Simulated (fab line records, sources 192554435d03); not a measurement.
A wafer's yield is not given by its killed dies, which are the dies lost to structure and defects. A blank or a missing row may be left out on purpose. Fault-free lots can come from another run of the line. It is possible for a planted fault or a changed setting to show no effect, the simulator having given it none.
Lot-split experiment    flow n5-finfet    on a route of 1938 steps: 7 lots, 21 wafers read

SPLIT DETAILS
At N5_HKMG_FIN_ETCH_32 (etches SOC in N2/H2, target depth 240 nm, time 300 s), the setting bias-w was moved away from the recipe's 150 W on 8 of the 21 wafers read, by -11.2% to +16.0%. This setting was run at the recipe's value on the other wafers.

Reading taken at the split's own step.

THE READING
rf-vpp-V, in V, at N5_HKMG_FIN_ETCH_32 (etches SOC in N2/H2, target depth 240 nm, time 300 s). Fault-free wafers of this fab line usually give 525 V, standard deviation 3.1 V.

wafer   tool, chamber at the split  bias-w as run, W  against the recipe  rf-vpp-V, V  against lot-mates on the recipe
L080.1  rie-diel-01, 3              150               recipe              527          -
L080.2  rie-diel-01, 2              160.1             +6.7%               541          +14
L080.5  rie-diel-01, 3              150               recipe              528          -
L081.1  rie-diel-03, 1              134.3             -10.5%              494          -31
L081.3  rie-diel-03, 2              134.3             -10.5%              487          -38
L081.4  rie-diel-03, 3              150               recipe              525          -
L090.1  rie-diel-04, 0              150               recipe              529          -
L090.5  rie-diel-04, 3              169.7             +13.1%              563          +34
L090.6  rie-diel-04, 0              169.7             +13.1%              571          +42
L091.2  rie-diel-01, 3              150               recipe              526          -
L091.5  rie-diel-01, 2              150               recipe              529          -
L091.6  rie-diel-01, 3              150               recipe              527          -
L093.2  rie-diel-03, 3              133.2             -11.2%              488          -38
L093.5  rie-diel-03, 3              133.2             -11.2%              489          -37
L093.6  rie-diel-03, 0              150               recipe              526          -
L096.1  rie-diel-01, 2              150               recipe              528          -
L096.2  rie-diel-01, 0              150               recipe              524          -
L096.3  rie-diel-01, 1              150               recipe              521          -
L097.2  rie-diel-01, 0              150               recipe              525          -
L097.4  rie-diel-01, 1              174               +16.0%              571          +46
L097.6  rie-diel-01, 0              150               recipe              526          -

THE FIT
A straight line over all 21 wafers: rf-vpp-V changes by +3.12 V for each +1% of bias-w; r = +0.99; the points scatter about the line by 3.2 V.
The same after taking each lot's own level away (the mean of its wafers on the recipe; 21 wafers): +3.03 V for each +1%; r = +0.99; scatter 2.9 V.
According to that fit, moving bias-w by its largest amount changes the reading by 49 V.
The span of the lots' own levels, 524.3 to 529.0 V, comes to 1.5 times the standard deviation stated above.
Consequently the slope shifts little with the lot-to-lot level, the two slopes agreeing.
Check: +47.9 V against its lot-mates is what the line predicts for one of the wafers moved furthest among these (+16.0%) when that wafer is left out of the fit. Against them it came out at +45.5 V.
Tool readings at the split's step, against how far the setting was moved: rf-vpp-V r = +0.99.

THE WHOLE CHAIN: every reading that the file lists as answering this split, in the file's order
step                 what it does                                          reading                                                                            change (the file's fit)                r (the file's)
N5_HKMG_FIN_ETCH_32  etches SOC in N2/H2, target depth 240 nm, time 300 s  rf-vpp-V                                                                           +2.98 V for each +1% of the setting    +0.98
N5_HKMG_FIN_ETCH_32  etches SOC in N2/H2, target depth 240 nm, time 300 s  SiARC_of_HKMG_FIN_COAT_30.thk-nm (the simulator's own value, which no gauge read)  -0.136 nm for each +1% of the setting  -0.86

THE FILE'S OWN FIT
rf-vpp-V changes by +2.98 V for each +1% of bias-w, r = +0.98.
